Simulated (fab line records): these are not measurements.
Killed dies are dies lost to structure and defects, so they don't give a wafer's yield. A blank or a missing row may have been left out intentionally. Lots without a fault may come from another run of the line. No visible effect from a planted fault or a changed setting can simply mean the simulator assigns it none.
Chamber matching || flow nand-harc || 3 sister chambers for NHARC_P_M2_PRE_CLEAN_32 on pecvd-03
The step time 12 s. 6 wafers are shown with their chamber, then 8 later ones without.

WAFERS, EACH WITH ITS CHAMBER
{"wafer": "L084.1", "chamber": 2, "heater-power-w (W)": 618, "heater-power-outer-w (W)": 369}
{"wafer": "L087.4", "chamber": 0, "heater-power-w (W)": 665, "heater-power-outer-w (W)": 373}
{"wafer": "L086.3", "chamber": 1, "heater-power-w (W)": 618, "heater-power-outer-w (W)": 357}
{"wafer": "L086.4", "chamber": 2, "heater-power-w (W)": 592, "heater-power-outer-w (W)": 321}
{"wafer": "L086.5", "chamber": 1, "heater-power-w (W)": 632, "heater-power-outer-w (W)": 366}
{"wafer": "L088.1", "chamber": 0, "heater-power-w (W)": 671, "heater-power-outer-w (W)": 388}

WAFERS MISSING THEIR CHAMBER
{"wafer": "L088.4", "heater-power-w (W)": 654, "heater-power-outer-w (W)": 392}
{"wafer": "L088.5", "heater-power-w (W)": 577, "heater-power-outer-w (W)": 314}
{"wafer": "L093.1", "heater-power-w (W)": 597, "heater-power-outer-w (W)": 319}
{"wafer": "L093.5", "heater-power-w (W)": 620, "heater-power-outer-w (W)": 362}
{"wafer": "L093.6", "heater-power-w (W)": 572, "heater-power-outer-w (W)": 325}
{"wafer": "L094.1", "heater-power-w (W)": 629, "heater-power-outer-w (W)": 364}
{"wafer": "L094.4", "heater-power-w (W)": 637, "heater-power-outer-w (W)": 362}
{"wafer": "L094.6", "heater-power-w (W)": 524, "heater-power-outer-w (W)": 283}

THE CHAMBER EACH PASSED THROUGH
{"wafer": "L088.4", "from the rows above": "can't be placed: 0 or 1", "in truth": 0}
{"wafer": "L088.5", "from the rows above": "can't be placed: 2 or 1", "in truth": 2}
{"wafer": "L093.1", "from the rows above": "can't be placed: 2 or 1", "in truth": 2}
{"wafer": "L093.5", "from the rows above": "can't be placed: 1 or 2", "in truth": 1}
{"wafer": "L093.6", "from the rows above": "can't be placed: 2 or 1", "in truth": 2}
{"wafer": "L094.1", "from the rows above": "can't be placed: 1 or 2", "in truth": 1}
{"wafer": "L094.4", "from the rows above": "can't be placed: 1 or 0 or 2", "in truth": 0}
{"wafer": "L094.6", "from the rows above": "can't be placed: 2 or 1", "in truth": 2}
Correctly placed: 0 of 8. Not placeable from these rows: 8 (in 8, the candidates include the true chamber). Number placed wrongly: 0.
How it was worked out, from the rows above alone: a wafer's distance from a chamber is the root of the sum, over the readings, of the square of ((its reading less the chamber's mean) divided by the reading's scatter). If the next closest chamber is less than 2 further off than the closest, the wafer can't be placed; otherwise it belongs to the closest. Each chamber's mean is taken over the wafers shown for it. The scatter: the root of (the sum of the squares of (reading less its chamber's mean) over the shown wafers, divided by (wafers less chambers)).
